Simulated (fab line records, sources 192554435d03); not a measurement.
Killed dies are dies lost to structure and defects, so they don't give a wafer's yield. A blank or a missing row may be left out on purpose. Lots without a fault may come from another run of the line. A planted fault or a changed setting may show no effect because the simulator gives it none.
fab line records | flow n5_finfet
record lots=4 wafers=12 last_day=16
route steps=1938 shown PMOS_HMC_CHANNEL_EPI@84 FIN_SAQP@90 BEOL_M4@1111 PASSIVATION@1936
lots that met no fault: from a run of the same line without faults
start_h: hours from the record's first day to the start of the lot's first wafer shown | wait_h: hours since the lot's step before | " the same as in the row above | L1.1+2: a row that stands for several wafers | - no value, or no start given | * or withheld: withheld | < > ~ a bound
route shown NAME@n: a module of which the file shows steps, and the number in the route of the first | usual: mean/standard deviation of fault-free wafers | same: alike in all rows | chamber/n: place in a boat | sites: the reading at each site | _std_site: their standard deviation | _edge_site: outer sites' mean less inner sites' | radius_mm: how far each site lies from the wafer's centre | mask NAME#n: copy n | behind: the tool/chamber that last shaped the wafer | hold: why the lot was held/for how many hours/how that ended | device: the transistor (n, p or np) that didn't switch | end of line: the same wafers' tests at the end of the route | a step without rows: its recipe alone | killed: dies lost to structure and defects at the first sort, not the wafer's yield | map: a wafer's dies, x killed, . not, _ none there
set.NAME: the setting as run; set.NAME@STEP: as run at that earlier step | model.NAME: the simulator's own value behind a step, which no gauge read
lots at some steps of the route; a table a step, a row a wafer
services: from which hour (start_h, from the record's first day; less than 0 if before it) a tool's chamber was out of use, for how many hours, and why
## steps
# step N5_PMOS_HMC_CHANNEL_EPI_PRECLEAN_37
# recipe chemistry=O3/DIW time_s=45 temp_c=22 o3_ppm=10
# step N5_PMOS_HMC_CHANNEL_EPI_PRECLEAN_24
# recipe chemistry=DHF time_s=30 temp_c=25 dilution=withheld
# step N5_PMOS_HMC_CHANNEL_EPI_SRD_25
# recipe dry=ipa_marangoni do_ppb=5 time_s=30 temp_c=23 rinse_liquid=diw
# step N5_PMOS_HMC_CHANNEL_EPI_EPI_26
# recipe material=Si target_thk_a=38 temp_c=650 precursor=SiH4/H2 pressure_torr=20 time_s=22.7
# step N5_FIN_SAQP_PRECLEAN_42
# recipe chemistry=O3/DIW time_s=60 temp_c=22 o3_ppm=10
# step N5_FIN_SAQP_PRECLEAN_00
# recipe chemistry=SC1 time_s=60 temp_c=55 mix=1:2:50
# step N5_FIN_SAQP_PRECLEAN_44
# recipe chemistry=SC2 time_s=45 temp_c=35 mix=1:1:50
# step N5_FIN_SAQP_SRD_01
# recipe dry=ipa_marangoni time_s=30 temp_c=23 rinse_liquid=diw
# step N5_FIN_SAQP_ALD_61
# recipe material=SiO2 target_thk_a=40 temp_c=300 ald_precursor_family=BDEAS ald_co_reactant=O2-plasma pulse_time_s=1 purge_time_s=2 co_reactant_purge_time_s=2 ald_cycles=43 pressure_torr=2
# step N5_FIN_SAQP_DENSIFY_62
# recipe temp_c=700 time_s=60 ambient=N2 idle_temp_c=600 ramp_up_c_per_s=150 ramp_down_c_per_s=60 cool_to_c=600
# step N5_FIN_SAQP_HM_DEP_03
# recipe material=SiNx target_thk_a=380 temp_c=400 precursor=SiH4/NH3/N2 pressure_torr=1.5 rf_w=300 time_s=33.6
# usual heater_power_w=761/110 showerhead_plenum_p_Torr=5.16/0.066 throttle_valve_pct=40.7/2.7
# columns lot.wafer tool chamber start_h wait_h heater_power_w showerhead_plenum_p_Torr throttle_valve_pct
L625.2 pecvd-04 0 40.73 0.2 655 5.12 40.3
L625.4 " 0 " " 667 5.13 40.4
L625.5 " 2 " " 791 5.14 39.2
L631.3 pecvd-04 2 74.98 0.1 933 5.13 39.5
L631.5 " 2 " " 905 5.13 39.4
L631.6 " 0 " " 684 5.13 40.5
L632.3 pecvd-04 1 81.05 0.1 646 5.29 46.9
L632.4 " 2 " " 846 5.14 39.6
L632.5 " 0 " " 652 5.12 40.5
L636.1 pecvd-03 0 106.76 0.2 750 5.12 36.9
L636.4 " 0 " " 760 5.13 36.7
L636.6 " 1 " " 891 5.15 39.3
# step N5_FIN_SAQP_THK_MEAS_05
# usual thk_nm=37.9/0.53
# columns lot.wafer tool chamber start_h wait_h thk_nm
L625.2 film_metro-02 - 40.81 0.1 37.3
L625.4 " - " " 38.5
L625.5 " - " " 38.0
L631.3 film_metro-02 - 75.07 0.1 38.0
L631.5 " - " " 38.7
L631.6 " - " " 29.1
L632.3 film_metro-02 - 81.14 0.1 37.3
L632.4 " - " " 38.1
L632.5 " - " " 29.0
L636.1 film_metro-01 - 106.86 0.1 36.7
L636.4 " - " " 37.8
L636.6 " - " " 36.6
# step N5_FIN_SAQP_PECVD_47
# recipe material=a-Si target_thk_a=450 temp_c=400 precursor=SiH4/He pressure_torr=3 rf_w=100 time_s=36.3
# step N5_FIN_SAQP_PECVD_48
# recipe material=SiNx target_thk_a=250 temp_c=400 precursor=SiH4/NH3/N2 pressure_torr=1.5 rf_w=300 time_s=22.1
# step N5_FIN_SAQP_PECVD_06
# recipe material=a-Si target_thk_a=600 temp_c=400 precursor=SiH4/He pressure_torr=3 rf_w=100 time_s=48.1
# step N5_FIN_SAQP_HM_DEP_72
# recipe material=SiO2 target_thk_a=120 temp_c=400 precursor=SiH4/N2O pressure_torr=0.75 rf_w=275 time_s=7.2
# step N5_FIN_SAQP_COAT_49
# recipe resist=SOC temp_c=250 time_s=60 spin_rpm=1500 resist_thk_nm=100
# step N5_FIN_SAQP_COAT_50
# recipe resist=SiARC temp_c=220 time_s=60 spin_rpm=1500 resist_thk_nm=35
# step N5_FIN_SAQP_COAT_10
# recipe resist=CAR-ArF spin_rpm=1500 resist_thk_nm=90
# step N5_FIN_SAQP_EBR_12
# recipe solvent=PGMEA ebr_width_mm=1.5
# step N5_FIN_SAQP_SOFTBAKE_11
# recipe temp_c=110 time_s=60 resist=CAR-ArF
# step N5_FIN_SAQP_EXPOSE_13
# recipe mask_id=FIN_CORE na=1.35 source_shape=dipole sigma_inner=0.538 sigma_outer=0.738 polarization=te target_cd_nm=35.6 dose_mj=63.25
# step N5_FIN_SAQP_PEB_14
# recipe peb_temp_c=withheld peb_time_s=60 resist=CAR-ArF
# step N5_FIN_SAQP_DEVELOP_15
# recipe develop_time_s=30 developer=TMAH resist=CAR-ArF dev_temp_c=23 rinse_liquid=diw dry=air_spin
# step N5_FIN_SAQP_DESCUM_21
# recipe chemistry=O2 time_s=7.9 source_power_w=50 bias_power_w=20 pressure_mtorr=20 rf_frequency_hz=2.712e+07 temp_c=40 resist=CAR-ArF o2_flow_sccm=225
# step N5_FIN_SAQP_ETCH_51
# recipe chemistry=CF4 target=SiARC target_depth_a=455 mask_material=CAR-ArF time_s=75.8 ion_energy_ev=80 pressure_mtorr=40 source_w=545 bias_w=36 Ar_flow_sccm=100 cf4_flow_sccm=100 ends=cleared
# step N5_FIN_SAQP_ETCH_52
# recipe chemistry=N2/H2 target=SOC target_depth_a=1000 overetch_a=200 mask_material=SiARC temp_c=40 time_s=150 ion_energy_ev=200 pressure_mtorr=30 source_w=840 bias_w=150 n2_flow_sccm=200 h2_flow_sccm=200 ends=end_point
# step N5_FIN_SAQP_STRIP_53
# recipe chemistry=N2/H2 temp_c=40 n2_flow_sccm=200 h2_flow_sccm=200 rf_frequency_hz=6e+07
# step N5_FIN_SAQP_HM_OPEN_73
# recipe chemistry=CHF3/O2 target=SiO2 stop_on=a-Si target_depth_a=120 over_etch_frac=1.8 mask_material=SOC time_s=16.8 pressure_mtorr=30 source_w=650 bias_w=170 Ar_flow_sccm=200 CHF3_flow_sccm=50 O2_flow_sccm=5 ion_energy_ev=200 ends=end_point
# step N5_FIN_SAQP_STRIP_74
# recipe chemistry=CHF3/O2 resist=SiARC rf_frequency_hz=6e+07
# step N5_FIN_SAQP_MANDREL_ETCH_22
# recipe target_depth_a=600 chemistry=HBr/Cl2 target=a-Si stop_on=SiNx bt_time_s=10 over_etch_frac=0.5 time_s=30 pressure_mtorr=10 icp_w=800 bias_w=75 HBr_flow_sccm=150 Cl2_flow_sccm=80 ends=end_point
# step N5_FIN_SAQP_STRIP_55
# recipe chemistry=N2/H2 power_w=500 temp_c=40 pressure_mtorr=50 rf_frequency_hz=6e+07 overash_fraction=0.3 bias_power_w=28 h2_frac=0.5 n2_flow_sccm=300 h2_flow_sccm=300
# step N5_FIN_SAQP_STRIP_23
# recipe chemistry=SPM time_s=750 temp_c=130 h2so4_h2o2_vol_ratio=4
# step N5_FIN_SAQP_SRD_66
# recipe dry=ipa_marangoni time_s=30 temp_c=23 rinse_liquid=diw
# step N5_FIN_SAQP_RECESS_75
# recipe chemistry=HF/NH3 target=SiO2 target_depth_a=144 afs_cycles=3 temp_c=30 sublimation_temp_c=180 sublimation_time_s=60
# step N5_FIN_SAQP_SPACER1_ALD_24
# recipe material=SiO2 target_thk_a=203 temp_c=300 ald_precursor_family=BDEAS ald_co_reactant=O2-plasma pulse_time_s=1 purge_time_s=2 co_reactant_purge_time_s=2 ald_cycles=218 pressure_torr=2
# step N5_FIN_SAQP_OCD_MEAS_76
# usual trench_depth_nm=120.7/2.4
# columns lot.wafer tool chamber start_h wait_h trench_depth_nm
L625.2 ocd-01 - 46.66 0.0 118.3
L625.4 " - " " 122.4
L625.5 " - " " 119.0
L631.3 ocd-01 - 80.69 0.0 121.9
L631.5 " - " " 119.9
L631.6 " - " " 93.6
L632.3 ocd-02 - 86.54 0.0 121.9
L632.4 " - " " 121.6
L632.5 " - " " 93.5
L636.1 ocd-02 - 111.72 0.0 122.6
L636.4 " - " " 122.4
L636.6 " - " " 122.9
# step N5_BEOL_M4_RC_MEAS_101
# usual DIBL_N=37.1/1.8 DIBL_P=37.2/2.1 IOFF_N=0.17/0.033 IOFF_P=0.22/0.037 ION_N=680/11 ION_P=464/7.7 SS_N=71.7/0.63 SS_P=73.6/0.67 VT_N=248.9/2.9 VT_P=-251/3.6
# columns lot.wafer tool chamber start_h wait_h DIBL_N[mV/V] DIBL_P[mV/V] IOFF_N[nA/um] IOFF_P[nA/um] ION_N[uA/um] ION_P[uA/um] SS_N[mV/dec] SS_P[mV/dec] VT_N[mV] VT_P[mV]
L625.2 prober-02 0 191.09 0.2 35.8 35.6 0.14 0.17 672 452 71.5 72.8 250.0 -258
L625.4 " 0 " " 36.4 37.6 0.15 0.20 678 461 71.6 74.2 250.5 -254
L625.5 " 0 " " 35.3 36.2 0.14 0.18 678 466 71.3 73.3 249.9 -256
L631.3 prober-01 0 235.60 0.3 38.3 38.2 0.19 0.23 688 465 71.2 73.3 247.2 -250
L631.5 " 0 " " 38.8 38.0 0.21 0.23 690 465 72.1 73.5 249.8 -250
L631.6 " 0 " " 37.8 38.4 0.18 0.24 685 468 71.5 73.5 247.9 -247
L632.3 prober-02 0 236.02 0.3 33.3 34.6 0.12 0.16 645 453 70.2 73.7 255.6 -255
L632.4 " 0 " " 36.3 39.1 0.17 0.22 668 457 71.8 73.7 250.3 -252
L632.5 " 0 " " 37.1 40.1 0.19 0.24 683 464 72.5 75.0 247.8 -254
L636.1 prober-02 0 274.65 0.0 40.2 40.4 0.21 0.23 690 460 71.8 73.6 246.8 -253
L636.4 " 0 " " 38.7 38.6 0.18 0.19 680 451 71.3 73.5 247.9 -253
L636.6 " 0 " " 38.9 38.6 0.17 0.19 682 465 71.5 73.8 249.3 -255
# step N5_PASSIVATION_PROBE_49
# usual defect_limited_yield=91.7/1.5 killed_at_M0_to_M3=32/10 killed_at_M4_up=14/5.3 killed_at_contacts=13/5.7 killed_at_front_end=37/10 killed_at_other=3.3/2.5 killed_dies=98/18 killed_on_rim=13/3.6 killed_open=65/13 killed_short=31/7.5 sort_bin_5_function=4.9/0.91 sort_bin_6_memory=3.1/0.71 sort_bin_8_speed=0.00/0.017 sort_n_pass=1082/18
# same gross_dies=1180 killed_at_back_side=0 sort_bin_4_leakage[%]=0
# columns lot.wafer tool chamber start_h wait_h defect_limited_yield[%] killed_at_M0_to_M3 killed_at_M4_up killed_at_contacts killed_at_front_end killed_at_other killed_dies killed_on_rim killed_open killed_short sort_bin_5_function[%] sort_bin_6_memory[%] sort_bin_8_speed[%] sort_n_pass
L625.2 prober-01 - 300.43 0.1 92.3 28 14 6 39 4 91 14 57 27 4.7 2.1 0 1089
L625.4 prober-01 - 300.53 0.2 94.5 18 4 12 29 2 65 7 46 19 3.1 2.4 0 1115
L625.5 prober-01 - 300.58 0.2 92.5 24 11 11 41 2 89 8 63 19 4.1 2.8 0 1091
L632.5 prober-02 - 337.20 0.2 50.2 39 24 20 501 4 588 150 91 26 18.8 4.7 0 592
L631.3 prober-01 - 342.19 0.1 92.4 34 11 9 34 2 90 10 57 33 4.8 2.6 0 1090
L631.5 prober-01 - 342.29 0.2 90.3 62 14 13 24 2 115 15 70 45 4.9 4.6 0 1065
L631.6 prober-01 - 342.34 0.3 49.4 27 18 10 541 1 597 152 54 36 22.5 2.9 0 583
L636.1 prober-01 - 382.30 0.0 91.0 43 15 7 35 6 106 13 72 33 5.5 3.1 0 1074
L636.4 prober-01 - 382.45 0.2 91.6 38 6 12 37 6 99 17 68 30 4.9 3.1 0 1081
L636.6 prober-01 - 382.55 0.3 89.4 47 9 9 58 2 125 14 79 38 6.4 3.2 0 1055
# killed by level:class
L625.2 BEOL_M0_SAQP:geometric_particle:open=8 FIN_SAQP:geometric_particle:short=7 DUMMY_GATE:geometric_particle:open=7 BEOL_M0_SAQP:geometric_particle:short=7 BEOL_M4:geometric_particle:open=7 FIN_SAQP:geometric_particle:open=6 HKMG_FIN:area_etch=6 BEOL_M2:geometric_particle:open=5
L625.4 MOL_CONTACT_COAG:geometric_particle:open=11 BEOL_M0_SAQP:geometric_particle:open=8 STI_FIN_REVEAL:geometric_particle:open=7 BEOL_M1:geometric_particle:open=5 BEOL_M0_SAQP:geometric_particle:short=4 DUMMY_GATE:geometric_particle:short=3 DUMMY_GATE:geometric_particle:open=3 FIN_SAQP:geometric_particle:open=2
L625.5 MOL_CONTACT_COAG:geometric_particle:open=10 STI_FIN_REVEAL:geometric_particle:open=7 HKMG_FIN:area_etch=7 BEOL_M0_SAQP:geometric_particle:short=6 BEOL_M2:geometric_particle:open=6 BEOL_M4:geometric_particle:open=6 FIN_SAQP:geometric_particle:open=5 DUMMY_GATE:geometric_particle:open=5
L632.5 FIN_SAQP:area_dep=306 FIN_SAQP:area_open=162 BEOL_M4:geometric_particle:open=18 MOL_CONTACT_COAG:geometric_particle:open=15 BEOL_M3:geometric_particle:open=9 BEOL_M1:geometric_particle:open=8 BEOL_M2:geometric_particle:open=8 STI_FIN_REVEAL:geometric_particle:open=7
L631.3 FIN_SAQP:geometric_particle:open=14 MOL_CONTACT_COAG:geometric_particle:open=9 BEOL_M0_SAQP:geometric_particle:short=7 BEOL_M0_SAQP:geometric_particle:open=6 BEOL_M3:geometric_particle:short=5 FIN_SAQP:geometric_particle:short=4 BEOL_M1:geometric_particle:open=4 BEOL_M2:geometric_particle:open=4
L631.5 BEOL_M0_SAQP:geometric_particle:short=17 BEOL_M0_SAQP:geometric_particle:open=17 MOL_CONTACT_COAG:geometric_particle:open=10 BEOL_M3:geometric_particle:short=9 STI_FIN_REVEAL:geometric_particle:open=7 BEOL_M2:geometric_particle:open=5 BEOL_M3:geometric_particle:open=5 BEOL_M4:geometric_particle:open=5
L631.6 FIN_SAQP:area_dep=293 FIN_SAQP:area_etch=212 FIN_SAQP:geometric_particle:short=11 FIN_SAQP:geometric_particle:open=9 MOL_CONTACT_COAG:geometric_particle:open=5 MOL_CONTACT_COAG:geometric_particle:short=5 BEOL_M0_SAQP:geometric_particle:open=5 BEOL_M1:geometric_particle:open=5
L636.1 FIN_SAQP:geometric_particle:open=10 BEOL_M1:geometric_particle:open=10 BEOL_M3:geometric_particle:open=10 BEOL_M0_SAQP:geometric_particle:open=7 BEOL_M4:geometric_particle:open=6 DUMMY_GATE:geometric_particle:open=5 BEOL_M1:geometric_particle:short=5 MOL_CONTACT_COAG:geometric_particle:open=4
L636.4 STI_FIN_REVEAL:geometric_particle:open=14 MOL_CONTACT_COAG:geometric_particle:open=8 BEOL_M3:geometric_particle:open=7 BEOL_M0_SAQP:geometric_particle:open=6 FIN_SAQP:geometric_particle:open=5 BEOL_M0_SAQP:geometric_particle:short=5 BEOL_M1:geometric_particle:open=5 DUMMY_GATE:geometric_particle:open=4
L636.6 STI_FIN_REVEAL:geometric_particle:open=14 DUMMY_GATE:geometric_particle:open=11 BEOL_M0_SAQP:geometric_particle:short=10 FIN_SAQP:geometric_particle:open=7 BEOL_M2:geometric_particle:open=7 BEOL_M0_SAQP:geometric_particle:open=7 FIN_SAQP:geometric_particle:short=6 MOL_CONTACT_COAG:geometric_particle:open=6
# map L631.6 (x killed, . not)
_________________xxxxxxxxxxxx________________
______________xxxxxxxxxx.xxxxxxx_____________
___________xxxxx.x.xx..x.x..xxxxxxx__________
__________xxxx.x.x.x..........x.xxxx_________
________xxxx.x........x....xx.x..xxxxx_______
_______xxx.x.xx.........x.x....x.xx..xx______
______xxxx..............x......x...x.xxx_____
_____xxxx.......x...x....xx..........x.xx____
____xxxxxx......xx.xxxxxxxxxxx.......xxxxx___
___xxxxx....x....x.xxxx..xxxxx.........xxxx__
___xxx........xx.xxxx.xxxxx....x........xxx__
__xxxx...........xx...xxx.x..x..x......x.xxx_
__xx.x............xx.xxxxxxxx............xxx_
_xxx.........x.x.xxxxx..xxxxxxx..xx....x.xxxx
_xxx.......x.x.x.xxx.....xx..xx.xx....x..xxxx
_xxx.x.....x..xx........x.x...x..........xxxx
_xx...x..x.x..xx....x...xx..x.xx..x.......xxx
_xxxx..x....xxx......xxxxxx.xxxxxxxx......xxx
_xxx..x....x.x...xx...xxxx.xxxx..x.....x.xxxx
_xx.x......xx..x...x.x..xx.xxxx.x.x.....xx.xx
_xxxx..x....xxxxxx.xxx.x.xxxxxxx.xx....x.xxxx
__xxxx......xx.xxxx.xxxxxxxx.xxxxx.......xxx_
__xxx........x.xxxx..xxxxxx.xx.xx.......xxxx_
___xxx........xxxx.xxxxxxx...xxx......x.xxx__
___xx.xx.......x.xxxxxxxxxxxx.x.......xxxxx__
____xxxxx...x...xxxxxxxxxx...x.......xxxxx___
_____xxx..xx........xxx.xx...........xxxx____
______xxxx.x.........................xxx_____
_______xxxx...x...x.x.............xxxxx______
________xxxxxx.......x.x.....x.xxxxxxx_______
__________xxxxx..x.........x..xxxxxx_________
___________xxxxxx.x.x.xx..xxxxxxxxx__________
______________xxxxxxxxxxxxxxxxxx_____________
_________________xxxxxxxxxxxx________________
# map L632.5 (x killed, . not)
_________________xxxxxxxxxxxx________________
______________xxxxxxxxxx.xxxxxxx_____________
___________xxx.xxx.xxxxx.x.xxxxxxxx__________
__________xxxxxxx....xx..x..x..xxxxx_________
________xxxxx.x.xx............xxxx.xxx_______
_______xxxxx.x.........x...........xxxx______
______xxxx.x........x.....x.........xxxx_____
_____xxxx........x.x.x.............xxx.xx____
____xxx............x..x.x.x.........x.xxxx___
___xxxx........x.x...xx.xxxx...........xxxx__
___xxxxx.....xx...x...xxxx..xxx........x.xx__
__xxxxx......x.x..x...xxx..xxx.........xxxxx_
__xxxx.....xx.x.x.x...xxxx.xxx.x........xxxx_
_xxx.......xxx.xx....x.xxxx.....x.........xxx
_xx..x.....xxxxxx.......xx.xxxx...x.......xxx
_xxxx......xxx..x.xxx....xxxx.x...........xxx
_xxx..x....x....xxxxxx...xxx..x.xx........xxx
_xxxx..............xxx.xxxxxx..xx........xxxx
_xxxx..........xx..x.xx..xxxx..xxxx.x....xxxx
_xxxxx.........xx..xxx..xxxxx.x.xxx.....xxxxx
_xxxxx..x.x.......x.xxx.x.x.xx.xxx........xxx
__xxxx...x.........xxx.xxxx.x..........x.xxx_
__xxx.x.xx.........x...xxxxx.xx..x.....x.x.x_
___xxxxx..x.x.xx.xx.xxxxxxx.x..x.....x.xxxx__
___xxxx........x..xxxxxxxxxxx.x.......xxxxx__
____xxxx........xxxxxxxxxxx.x..........xxx___
_____xxxx.x.........xxxxxx.........xxxxxx____
______xxx.x.x..........x..........xxx.xx_____
_______xxxx.x..x..x.....x.x........xxxx______
________xxxxx...x......x......xxxxxxxx_______
__________xxxxxxxx.........x.xxxxxxx_________
___________xxxxxxxxxxxxxxxxxxxxxxxx__________
______________xxxxxxxxxxxxxxxxxx_____________
_________________xxxxxxxxxxxx________________
## services
# columns tool chamber start_h hours kind
pecvd-03 - 39.57 28.1 pm
pecvd-03 - 71.74 2.3 repair
pecvd-03 - 105.69 0.8 pm
## key
first_sign step=N5_FIN_SAQP_THK_MEAS_05 reading=thk_nm direction=down sigmas=17 usual=* struck=*
effect step=N5_FIN_SAQP_OCD_MEAS_76 reading=trench_depth_nm direction=down sigmas=11 usual=120.7 struck=93.6
effect step=N5_PASSIVATION_PROBE_49 reading=killed_at_front_end direction=up sigmas=47 usual=37 struck=521
more_kills_born_at N5_FIN_SAQP_HM_DEP_03@pecvd-04=599 N5_FIN_SAQP_ETCH_34@rie_diel-03=212 N5_FIN_SAQP_HM_OPEN_33@rie_diel-01=162
met_at N5_FIN_SAQP_HM_DEP_03
struck_wafers L631.6,L632.5
onset_between 40.73 74.98
fault kind=site_profile_drift tool=pecvd-04 chamber=0 onset_h=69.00 steps=N5_FIN_SAQP_HM_DEP_03 basis=fraction max_abs_drift=0.53335 slope_share_per_hr=118.52 site_pattern=0,0,0,0,0,-1,-1,-1,-1
